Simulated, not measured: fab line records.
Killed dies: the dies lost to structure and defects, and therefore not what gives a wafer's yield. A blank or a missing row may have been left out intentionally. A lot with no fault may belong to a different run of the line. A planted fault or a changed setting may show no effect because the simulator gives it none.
2 desks, one fault	flow n5_finfet	each desk has only its own numbers; what lay behind them comes last

## FOR THE TOOL OWNER'S DESK: litho_track-04
The tool's own readings at N5_BEOL_M4_COAT_62 (time 60 s, resist thk 12 nm): means of the sampled wafers that have a number, for each lot that ran on this tool. Any lot whose mean is over 4 standard deviations away from the usual mean is out of limits and marked OUT; that distance is given in the brackets.
Columns: A = spin_speed_rpm at N5_BEOL_M4_COAT_62, usual 1499.9 rpm
lot	first seen here	A
L856	day 10 15:07	1500.0
L858	day 11 04:43	1500.6
L860	day 11 16:41	1501.1
L863	day 12 01:10	1747.8 (+99 or more) OUT
L866	day 13 00:34	1748.0 (+99 or more) OUT
L871	day 15 10:08	1500.5
Finding of this desk: L863, L866 out of limits; the first was L863 at day 12 01:10, on spin_speed_rpm at N5_BEOL_M4_COAT_62. In limits: L856, L858, L860, L871.

## AT THE METROLOGY DESK
What the gauges read for every lot (on any tool): the sampled wafers with a number, averaged. Any lot whose mean is over 4 standard deviations away from the usual mean is out of limits and marked OUT; that distance is given in the brackets. Of its 11 readings 7 are shown: those that lie furthest out on some lot.
Columns: A = M3_RS at N5_BEOL_M3_RS_MEAS_58, usual 0.69 ohm/sq; B = IOFF_N at N5_BEOL_M4_RC_MEAS_101, usual 0.18 nA/um; C = ION_N at N5_BEOL_M4_RC_MEAS_101, usual 678 uA/um; D = ION_P at N5_BEOL_M4_RC_MEAS_101, usual 467 uA/um; E = SS_N at N5_BEOL_M4_RC_MEAS_101, usual 71.7 mV/dec; F = VT_N at N5_BEOL_M4_RC_MEAS_101, usual 249 mV; G = VT_P at N5_BEOL_M4_RC_MEAS_101, usual -248 mV
lot	first seen here	A	B	C	D	E	F	G
L856	day 10 14:08	0.71	0.18	676	467	71.4	250	-247
L858	day 11 01:44	0.70	0.19	687	468	71.9	249	-247
L860	day 11 15:05	0.71	0.16	678	465	71.9	250	-249
L859	day 11 15:13	0.64	0.14	659	462	71.3	251	-250
L863	day 11 23:05	0.68	0.22	694	472	72.2	246	-248
L864	day 12 03:22	0.68	0.18	678	472	71.9	251	-247
L866	day 12 23:34	0.66	0.21	689	476	71.8	247	-243
L872	day 14 23:35	0.66	0.24	686	472	72.6	244	-245
L871	day 15 08:41	0.63	0.20	693	474	71.5	246	-246
Result from this desk: across the 9 lots, nothing is out of limits.

## TAKEN TOGETHER
On L863, L866, at day 12 01:10, an alarm was possible from the tool owner's desk.
Nothing out of limits was seen by the metrology desk.
The metrology desk has L863, L866 on record, within its limits.
The lots listed all ran N5_BEOL_M4_COAT_62 on litho_track-04.

## WHAT THE SIMULATOR PUT IN
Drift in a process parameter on litho_track-04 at N5_BEOL_M4_COAT_62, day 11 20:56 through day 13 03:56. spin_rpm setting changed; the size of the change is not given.
Shown lots that were struck: L863, L866.
Delay in hours, fault start to first out-of-limits reading, by desk: the tool owner's desk at 4.
